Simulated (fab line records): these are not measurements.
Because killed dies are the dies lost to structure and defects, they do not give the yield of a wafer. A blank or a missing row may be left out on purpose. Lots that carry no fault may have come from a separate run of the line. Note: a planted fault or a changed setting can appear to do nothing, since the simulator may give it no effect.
fab line records ; flow n5Finfet
[record] lots = 10; wafers = 28; lastDay = 17
route steps=1938 shown HKMG_FIN@449 BEOL_M4@1111
lots untouched by any fault: they come from a run of this same line in which no faults occurred
startH: hours from the record's first day to the start of the lot's first wafer shown ; waitH: hours elapsed since this lot's preceding step ; " same as the row above ; L1.1+2: a row that stands for several wafers ; - either no value or no given start ; * or withheld: withheld ; < > ~ a bound
route shown NAME@n: NAME is a module with steps in the file, n the number in the route of the first one ; usual: average and standard deviation across the fault-free wafers ; same: alike in all rows ; chamber/n: place in a boat ; sites: each site's reading ; _std_site: the values' standard deviation ; _edge_site: the outer-site mean with the inner-site mean subtracted ; radiusMm: for every site, how far away it sits from the centre of the wafer ; mask NAME#n: copy n ; behind: tool/chamber where the wafer was last shaped ; hold: what put the lot on hold/how long, in hours/how the hold closed ; device: transistor that didn't switch, given as n, p or np ; end of line: the tests these same wafers got at the end of their route ; a step with no rows: only its recipe ; killed: count of dies lost to structure and defects at first sort (not the wafer's yield) ; map: per-die view of a wafer (x killed, . not killed, _ where there is no die)
set.NAME: setting as actually run; set.NAME@STEP: the setting as run at that earlier step ; model.NAME: the simulator's own value behind a step, which no gauge read
route steps across a sampled set of lots; one table per step, one row per wafer
services: the hour from which a tool's chamber was out of use, counted from the record's first day as startH (under 0 if before that day), plus the number of hours and why
[[steps]]
[step N5_HKMG_FIN_ALD_71]
[recipe] material = TiN; targetThkA = 10; tempC = 400; aldPrecursorFamily = TiCl4; aldCoReactant = NH3; pulseTimeS = 1; purgeTimeS = 3; coReactantPurgeTimeS = 2; coReactantPulseTimeS = 2; aldCycles = 47; pressureTorr = 3
[usual] heaterPowerW = 892/81; precursorPulseHeightRel = 0.998/0.021; susceptorTempC = 399.99/0.22
lot.wafer;tool;chamber;startH;waitH;heaterPowerW;precursorPulseHeightRel;susceptorTempC
L275.2;aldMetal-04;2;78.11;0.0;865;0.984;400.11
L275.3;aldMetal-04;3;78.11;0.0;746;0.985;399.96
L278.2;aldMetal-04;3;96.39;0.0;741;0.997;399.87
L278.5;aldMetal-04;3;96.39;0.0;745;0.981;399.94
L278.6;aldMetal-04;0;96.39;0.0;777;1.016;399.80
L279.1;aldMetal-01;1;103.82;0.0;1011;0.979;400.14
L279.3;aldMetal-01;2;103.82;0.0;945;1.025;399.53
L279.6;aldMetal-01;2;103.82;0.0;972;0.963;400.01
L280.3;aldMetal-01;2;107.38;0.0;967;0.984;400.26
L280.5;aldMetal-01;1;107.38;0.0;1016;0.991;400.19
L280.6;aldMetal-01;2;107.38;0.0;947;0.984;399.95
L285.3;aldMetal-04;2;137.34;0.0;825;1.024;400.01
L285.4;aldMetal-04;3;137.34;0.0;766;0.984;400.18
L285.5;aldMetal-04;3;137.34;0.0;738;1.005;400.55
L291.1;aldMetal-01;1;170.31;0.0;993;0.996;399.92
L291.4;aldMetal-01;0;170.31;0.0;891;0.931;399.86
L291.6;aldMetal-01;0;170.31;0.0;921;1.001;399.58
L294.1;aldMetal-01;2;192.02;0.0;938;1.024;400.32
L294.5;aldMetal-01;3;192.02;0.0;930;0.997;399.64
L294.6;aldMetal-01;2;192.02;0.0;957;1.021;400.17
L296.2;aldMetal-04;3;202.06;0.0;747;0.944;400.35
L296.4;aldMetal-04;2;202.06;0.0;843;1.026;399.97
L297.2;aldMetal-01;1;209.23;0.0;990;0.976;399.33
L297.3;aldMetal-01;0;209.23;0.0;886;1.019;399.89
L297.4;aldMetal-01;3;209.23;0.0;915;1.002;399.74
L298.2;aldMetal-04;2;214.99;0.0;872;1.009;399.83
L298.3;aldMetal-04;1;214.99;0.0;877;0.956;399.97
L298.6;aldMetal-04;2;214.99;0.0;835;0.986;399.78
[step N5_HKMG_FIN_ETCH_67]
[recipe] chemistry = N2/H2; target = SOC; targetDepthA = 3889; stopOn = TiN; ionEnergyEv = 100; biasW = 61; pressureMtorr = 30; sourceW = 850; n2FlowSccm = 200; h2FlowSccm = 200
[usual] drypumpMotorCurrentA = 5.6/0.4; oesProductAu = 0.78/0.079; rfVppV = 241.1/1.4; showerheadPlenumPTorr = 2.56/0.08; throttleValvePct = 17.92/0.17
lot.wafer;tool;chamber;startH;waitH;drypumpMotorCurrentA;oesProductAu;rfHoursCounterH;rfVppV;showerheadPlenumPTorr;throttleValvePct
L275.2;rieDiel-02;0;78.45;-;5.3;0.94;6;243.1;2.61;17.95
L275.3;rieDiel-02;3;78.45;-;5.8;0.90;20;241.7;2.70;17.67
L278.2;rieDiel-06;3;96.73;-;5.9;0.71;211;241.5;2.52;18.33
L278.5;rieDiel-06;3;96.73;-;5.9;0.71;-;241.7;2.52;18.33
L278.6;rieDiel-06;1;96.73;-;6.1;0.69;-;240.8;2.60;18.04
L279.1;rieDiel-02;0;104.18;-;5.3;0.92;15;239.5;2.60;17.94
L279.3;rieDiel-02;3;104.18;-;5.8;0.88;29;243.5;2.69;17.69
L279.6;rieDiel-02;1;104.18;-;5.5;0.73;-;243.7;2.64;18.04
L280.3;rieDiel-02;0;107.71;-;5.3;0.92;16;243.6;2.60;17.95
L280.5;rieDiel-02;1;107.71;-;5.5;0.72;-;241.8;2.64;18.03
L280.6;rieDiel-02;0;107.71;-;5.3;0.91;-;240.3;2.60;17.96
L285.3;rieDiel-02;2;137.68;-;5.0;0.72;184;240.3;2.52;17.85
L285.4;rieDiel-02;2;137.68;-;5.0;0.72;-;241.0;2.52;17.85
L285.5;rieDiel-02;1;137.68;-;5.5;0.72;-;242.1;2.64;18.05
L291.1;rieDiel-02;3;170.65;-;5.8;0.84;51;242.4;2.68;17.74
L291.4;rieDiel-02;2;170.65;-;5.0;0.71;-;242.3;2.52;17.88
L291.6;rieDiel-02;3;170.65;-;5.8;0.84;-;243.4;2.68;17.74
L294.1;rieDiel-02;2;192.36;-;5.0;0.70;205;240.0;2.51;17.89
L294.5;rieDiel-02;3;192.36;-;5.8;0.83;-;241.1;2.68;17.76
L294.6;rieDiel-02;0;192.36;-;5.3;0.85;-;241.8;2.59;17.99
L296.2;rieDiel-04;3;202.40;-;5.7;0.72;206;240.6;2.51;18.11
L296.4;rieDiel-04;2;202.40;-;6.4;0.71;192;238.3;2.43;17.83
L297.2;rieDiel-06;2;209.65;-;5.3;0.71;225;239.4;2.40;18.10
L297.3;rieDiel-06;3;209.65;-;5.9;0.67;263;242.5;2.50;18.42
L297.4;rieDiel-06;2;209.65;-;5.3;0.71;-;238.8;2.40;18.10
L298.2;rieDiel-02;3;215.37;-;5.8;0.82;69;243.7;2.68;17.78
L298.3;rieDiel-02;2;215.37;-;5.0;0.70;212;239.6;2.51;17.90
L298.6;rieDiel-02;1;215.37;-;5.5;0.70;-;243.6;2.63;18.09
[step N5_HKMG_FIN_ALD_72]
[recipe] material = W; targetThkA = 20; tempC = 300; pressureTorr = 7.5; aldPrecursorFamily = WF6; aldCoReactant = B2H6; pulseTimeS = 1; purgeTimeS = 2; coReactantPurgeTimeS = 2; coReactantPulseTimeS = 3; aldCycles = 7
[usual] heaterPowerW = 461/51; precursorPulseHeightRel = 0.998/0.019; susceptorTempC = 300.01/0.2
lot.wafer;tool;chamber;startH;waitH;heaterPowerW;precursorPulseHeightRel;susceptorTempC
L275.2;cvdW-02;1;79.56;0.2;428;0.987;300.18
L275.3;cvdW-02;0;79.56;0.2;524;0.987;300.02
L278.2;cvdW-01;1;97.87;0.2;412;0.998;299.99
L278.5;cvdW-01;1;97.87;0.2;412;0.998;300.00
L278.6;cvdW-01;1;97.87;0.2;400;0.981;300.01
L279.1;cvdW-02;0;105.29;0.2;532;1.024;300.22
L279.3;cvdW-02;0;105.29;0.2;528;1.015;300.15
L279.6;cvdW-02;0;105.29;0.2;538;0.964;300.00
L280.3;cvdW-02;0;108.84;0.2;522;1.039;300.13
L280.5;cvdW-02;1;108.84;0.2;424;1.017;299.89
L280.6;cvdW-02;0;108.84;0.2;528;1.008;300.18
L285.3;cvdW-01;0;138.93;0.2;506;0.994;299.85
L285.4;cvdW-01;1;138.93;0.2;408;0.994;300.14
L285.5;cvdW-01;1;138.93;0.2;406;0.998;300.26
L291.1;cvdW-01;1;171.79;0.2;417;0.983;299.85
L291.4;cvdW-01;0;171.79;0.2;516;1.017;300.01
L291.6;cvdW-01;0;171.79;0.2;498;0.975;299.93
L294.1;cvdW-01;0;193.47;0.2;525;1.001;299.96
L294.5;cvdW-01;1;193.47;0.2;411;0.997;300.24
L294.6;cvdW-01;0;193.47;0.2;500;1.028;299.89
L296.2;cvdW-01;1;203.52;0.2;422;1.034;299.93
L296.4;cvdW-01;1;203.52;0.2;416;1.004;300.13
L297.2;cvdW-01;0;210.76;0.2;512;0.982;299.88
L297.3;cvdW-01;0;210.76;0.2;507;0.982;300.11
L297.4;cvdW-01;1;210.76;0.2;404;1.021;299.71
L298.2;cvdW-01;1;216.49;0.2;412;0.981;300.08
L298.3;cvdW-01;1;216.49;0.2;420;0.986;300.08
L298.6;cvdW-01;1;216.49;0.2;412;0.973;299.97
[step N5_HKMG_FIN_CMP_23]
[recipe] stopOn = SiNx; tOverpolishS = 10; postCmpClean = rinseOnly; downForcePsi = 4; platenRpm = 50.289; padVelocityMS = 1.0006; targetThkNm = 46.326
[usual] motorCurrentA = 11.9/1.3; overpolishRunS = 9.98/0.21; platenRpm = 50.29/0.036; timeToEndpointS = 11.8/2.7
lot.wafer;tool;chamber;startH;waitH;motorCurrentA;overpolishRunS;platenRpm;timeToEndpointS
L275.2;cmp-02;3;79.73;0.0;13.5;9.99;50.28;17.1
L275.3;cmp-02;2;79.73;0.0;11.2;10.01;50.35;11.9
L278.2;cmp-01;0;98.35;0.3;10.7;10.00;50.26;10.4
L278.6;cmp-01;1;98.35;0.3;12.3;9.99;50.28;10.9
L278.5;cmp-01;2;98.35;0.3;14.4;9.99;50.28;17.3
L279.1;cmp-04;2;105.46;0.0;11.5;10.00;50.23;10.7
L279.3;cmp-04;0;105.46;0.0;12.3;10.00;50.29;11.3
L279.6;cmp-04;2;105.46;0.0;11.2;10.00;50.25;11.4
L280.3;cmp-01;0;109.07;0.1;10.6;10.01;50.37;11.2
L280.5;cmp-01;3;109.07;0.1;11.8;10.01;50.30;13.8
L280.6;cmp-01;0;109.07;0.1;10.4;10.01;50.30;9.6
L285.3;cmp-01;2;139.08;0.0;14.5;10.01;50.30;16.8
L285.4;cmp-01;0;139.08;0.0;10.7;10.00;50.27;8.7
L285.5;cmp-01;2;139.08;0.0;14.0;10.00;50.31;17.4
L291.1;cmp-01;0;171.96;0.0;10.6;9.99;48.27;9.6
L291.4;cmp-01;1;171.96;0.0;11.9;10.00;48.22;9.9
L291.6;cmp-01;1;171.96;0.0;13.0;9.99;48.33;10.2
L294.1;cmp-01;2;193.88;0.3;14.2;10.02;48.32;18.6
L294.5;cmp-01;3;193.88;0.3;11.1;10.02;48.28;16.6
L294.6;cmp-01;0;193.88;0.3;10.7;9.99;48.29;13.2
L296.2;cmp-04;1;203.69;0.0;12.5;10.00;50.32;10.1
L296.4;cmp-04;0;203.69;0.0;12.1;9.99;50.23;10.9
L297.4;cmp-04;3;210.93;0.0;14.3;9.99;50.25;7.8
L297.3;cmp-04;0;210.93;0.0;11.9;9.99;50.31;10.3
L297.2;cmp-04;2;210.93;0.0;11.3;10.01;50.38;8.3
L298.2;cmp-02;0;216.73;0.0;12.6;10.00;50.28;11.5
L298.3;cmp-02;2;216.73;0.0;10.7;9.98;50.27;13.2
L298.6;cmp-02;0;216.73;0.0;11.9;10.01;50.29;9.6
[step N5_BEOL_M4_RC_MEAS_101]
[usual] DIBL_N = 36.3/1.6; DIBL_P = 36.2/2.1; IOFF_N = 0.16/0.031; IOFF_P = 0.21/0.034; ION_N = 673/11; ION_P = 461/7.4; SS_N = 71.6/0.55; SS_P = 73.3/0.66; VT_N = 251/3.2; VT_P = -251/3.5
lot.wafer;tool;chamber;startH;waitH;DIBL_N[mV/V];DIBL_P[mV/V];IOFF_N[nA/um];IOFF_P[nA/um];ION_N[uA/um];ION_P[uA/um];SS_N[mV/dec];SS_P[mV/dec];VT_N[mV];VT_P[mV]
L275.2;prober-02;0;157.00;0.2;36.6;35.7;0.16;0.23;678;469;72.4;73.7;250;-252
L275.3;prober-02;0;157.00;0.2;34.4;33.3;0.13;0.19;683;473;71.6;73.3;252;-250
L278.2;prober-01;0;180.04;0.2;37.1;37.1;0.18;0.21;673;458;72.1;74.2;248;-250
L278.5;prober-01;0;180.04;0.2;34.0;33.1;0.12;0.16;648;447;71.8;72.7;254;-255
L278.6;prober-01;0;180.04;0.2;35.2;35.2;0.15;0.18;679;456;72.0;73.1;250;-254
L279.1;prober-02;0;185.05;0.0;36.0;35.8;0.14;0.22;661;460;72.0;73.4;255;-250
L279.3;prober-02;0;185.05;0.0;38.8;39.2;0.20;0.28;679;467;71.9;74.3;249;-244
L279.6;prober-02;0;185.05;0.0;38.9;39.4;0.19;0.28;675;473;72.2;74.7;248;-244
L280.3;prober-01;0;188.45;0.3;34.0;34.1;0.12;0.20;665;465;70.5;73.1;253;-249
L280.5;prober-01;0;188.45;0.3;35.5;35.7;0.15;0.21;666;461;70.8;73.2;251;-247
L280.6;prober-01;0;188.45;0.3;32.7;32.4;0.11;0.18;669;468;70.6;72.9;256;-252
L285.3;prober-01;0;211.20;0.3;34.6;34.2;0.14;0.17;675;458;71.9;73.1;252;-255
L285.4;prober-01;0;211.20;0.3;36.0;36.7;0.18;0.20;683;469;71.6;73.8;249;-251
L285.5;prober-01;0;211.20;0.3;35.9;36.5;0.17;0.20;694;469;72.3;74.3;249;-252
L291.1;prober-02;0;245.44;0.0;37.3;38.7;0.19;0.27;687;475;71.9;73.0;245;-241
L291.4;prober-02;0;245.44;0.0;33.8;33.8;0.12;0.20;680;476;70.7;72.2;252;-248
L291.6;prober-02;0;245.44;0.0;35.9;36.8;0.17;0.24;680;469;71.6;73.1;247;-244
L294.1;prober-01;0;268.94;0.0;36.5;37.0;0.16;0.20;669;462;72.3;73.6;251;-249
L294.5;prober-01;0;268.94;0.0;36.2;36.8;0.15;0.20;665;460;71.2;73.7;251;-251
L294.6;prober-01;0;268.94;0.0;35.5;34.7;0.13;0.17;661;452;71.5;73.0;256;-253
L296.2;prober-01;0;281.13;0.2;36.8;35.2;0.15;0.19;667;454;71.3;73.0;253;-254
L296.4;prober-01;0;281.13;0.2;38.1;37.4;0.17;0.21;689;464;71.6;74.0;246;-253
L297.2;prober-01;0;295.65;0.2;34.2;32.7;0.10;0.14;656;455;70.4;71.8;257;-254
L297.3;prober-01;0;295.65;0.2;37.2;37.0;0.15;0.19;667;456;71.2;72.6;251;-253
L297.4;prober-01;0;295.65;0.2;36.9;36.4;0.14;0.19;666;463;71.6;72.9;252;-255
L298.2;prober-01;0;298.01;0.2;37.9;38.5;0.19;0.23;687;466;71.7;74.6;248;-249
L298.3;prober-01;0;298.01;0.2;39.1;41.1;0.23;0.28;697;472;73.3;74.0;245;-248
L298.6;prober-01;0;298.01;0.2;39.1;41.7;0.25;0.29;708;478;72.5;74.3;243;-248
[[services]]
tool;chamber;startH;hours;kind
cmp-01;-;54.84;0.5;repair
rieDiel-02;3;55.90;7.6;repair
cvdW-02;-;60.49;1.0;repair
cvdW-01;-;65.32;2.8;pm
rieDiel-02;0;75.70;2.6;repair
aldMetal-04;1;75.93;50.9;repair
cvdW-01;0;79.85;19.0;repair
cmp-04;-;82.93;3.9;pm
rieDiel-02;3;89.46;1.7;repair
cmp-04;-;99.77;4.0;pm
cvdW-01;-;104.49;14.6;pm
aldMetal-04;-;112.81;1.2;repair
cvdW-01;-;128.14;0.8;repair
aldMetal-04;2;138.76;13.6;repair
aldMetal-04;-;144.26;2.8;pm
cvdW-01;-;145.70;0.3;repair
aldMetal-04;3;148.09;3.3;repair
rieDiel-02;1;162.23;15.8;repair
cmp-01;-;167.23;2.6;repair
cmp-01;-;176.94;11.4;pm
aldMetal-01;-;179.35;1.5;repair
rieDiel-02;-;192.75;0.2;repair
aldMetal-01;-;212.20;1.2;pm
cvdW-01;0;212.20;6.2;repair
[[key]]
[firstSign] step = N5_HKMG_FIN_CMP_23; reading = platenRpm; direction = down; sigmas = 56; usual = 50.29; struck = 48.28
effect none on later readings
metAt N5_HKMG_FIN_CMP_23
struckLots L291,L294
notActingAt N5_HKMG_FIN_ALD_71,N5_HKMG_FIN_ETCH_67,N5_HKMG_FIN_ALD_72
onsetBetween 139.08 171.96
[fault] kind = processParameterDrift; tool = cmp-01; chamber = -; onsetH = 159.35; steps = N5_HKMG_FIN_CMP_23; channel = platenRpm; offset = -2.0116; shape = step; endH = 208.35; actsIn = theseRecipesOnly; stated = 50.289
